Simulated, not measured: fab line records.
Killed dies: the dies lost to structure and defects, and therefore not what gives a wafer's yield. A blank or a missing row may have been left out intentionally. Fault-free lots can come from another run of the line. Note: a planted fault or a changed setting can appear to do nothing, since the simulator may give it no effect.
Matching of chambers | flow nand harc | 3 sister chambers for NHARC_A_ONON_D1_DEP_33 on pecvd-03
The step deposits SiO2, target thk 200 nm. 3 wafers are shown with their chamber, then 8 later ones without.

WAFERS PAIRED WITH THEIR CHAMBERS
wafer  | chamber | throttle valve pct (%)
L756.6 | 1       | 17.5
L757.3 | 0       | 16.3
L760.1 | 2       | 15.3

WAFERS WITHOUT THEIR CHAMBER
wafer  | throttle valve pct (%)
L760.5 | 15.3
L760.6 | 17.6
L764.4 | 15.6
L764.5 | 16.4
L764.6 | 17.4
L766.4 | 16.3
L766.5 | 15.5
L766.6 | 17.6

THE CHAMBER EACH PASSED THROUGH
wafer  | from the rows above | in truth
L760.5 | 2                   | 2
L760.6 | 1                   | 1
L764.4 | 2                   | 2
L764.5 | 0                   | 0
L764.6 | 1                   | 1
L766.4 | 0                   | 0
L766.5 | 2                   | 2
L766.6 | 1                   | 1
Placed correctly: 8 of 8. Number that these rows cannot place: 0. Placed wrongly: 0.
How it was worked out, from the rows above alone: a wafer's distance from a chamber is the root of the sum, over the readings, of the square of ((its reading less the chamber's mean) divided by the reading's scatter). The wafer belongs to the nearest chamber; if the next one is less than 2 further off, it can't be placed. For every chamber, the mean is computed from those of its wafers that are shown. The scatter (one wafer shown for each chamber): square how far every hidden wafer sits from the nearest shown wafer, average those squares and take the square root.
